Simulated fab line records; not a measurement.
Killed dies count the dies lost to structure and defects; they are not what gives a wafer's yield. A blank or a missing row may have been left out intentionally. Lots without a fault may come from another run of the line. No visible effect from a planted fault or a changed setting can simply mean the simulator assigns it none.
Code-filled problem report in 8D (eight disciplines) form    flow nand harc    the parts of the form that need people (team, actions taken, sign-off) are left out

## 1. THE PROBLEM
At NHARC_A_ONON_D1_THK_MEAS_05, thk nm averages 395 nm over 6 wafers from 2 lots, while fault-free wafers read 1002 nm, standard deviation 7.9. Measured from the usual mean, that is -77 standard deviations.
The step: measures by ellipsometry.
Earliest sighting: wafer L350.1 on film metro-02 at day 10 18:18. At this step, 36 wafers from 12 lots have a number in the record. Rule for "out" (also "out of limits"): further than 4 standard deviations from the usual mean. Any other wafer with a number is counted as sound.

## 2. WHAT IT IS AND WHAT IT IS NOT
question                     is                      is not
which readings at this step  thk nm                  -
which lots                   L350, L351              L336, L337, L338, L339, L340, L343, L347, L356, L357, L358
which wafers of those lots   all that have a number  -
read on which gauges         film metro-02           film metro-01
when                         from day 10 18:18       up to then (21 sound wafers); but 9 sound wafers of L356, L357, L358 came after

## 3. THE SUSPECTS, EACH WITH WHAT RULES IT OUT
Counting: any tool at a process step up to the reading is kept as a suspect provided that every lot that is out went through it and no sound lot did after the first of them.
- the gauge at NHARC_A_ONON_D1_THK_MEAS_05 has been ruled out. All the wafers that are out were read on film metro-02, but those of them that NHARC_END_SORT_01 has rows for are out there too, on other tools.
- pecvd onon-02 at NHARC_A_ONON_D1_DEP_03 (target thk 1000 nm): kept. It ran every lot that is out, first L350 (day 10 17:47), and no sound lot after that; its last sound lot up to then is L343 (day 9 04:32).
The count leaves pecvd onon-02 at NHARC_A_ONON_D1_DEP_03.

## 4. THE CAUSE (what the simulator had put in)
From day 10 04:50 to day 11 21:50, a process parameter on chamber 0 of pecvd onon-02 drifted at NHARC_A_ONON_D1_DEP_03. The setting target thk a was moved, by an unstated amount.
After counting, this tool was the only one left.

## 5. THE EFFECT CHAIN, in route order
One row per reading whose mean, taken over the struck wafers that have a number, lies over 3 standard deviations from the usual. Scope: only readings with a usual standard deviation given in the record; hours: median across lots of the time from each lot's start at the first step in this table that gives one to its start at this step; sigmas: change in usual standard deviations.
hours  step                         reading          usual    on struck wafers  change  sigmas
0      NHARC_A_ONON_D1_THK_MEAS_05  thk nm           1002 nm  395               -607    -77
276    NHARC_END_SORT_01            killed at array  26       673               +647    +65
276    NHARC_END_SORT_01            killed dies      29       677               +648    +65

## 6. WHAT WOULD HAVE CAUGHT IT SOONER
The first out-of-limits reading at a measuring or inspecting step in this record came at day 10 18:18, 13 hours after the fault's start at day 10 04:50.
No tool reading at NHARC_A_ONON_D1_DEP_03 that has a usual standard deviation in the record was out on any struck wafer, so an alarm limit of 4 standard deviations on those readings would not have fired.
Lots out: 2; of these, L351 started NHARC_A_ONON_D1_DEP_03 on pecvd onon-02 after day 10 18:18. Holding the tool at that time would have saved it.
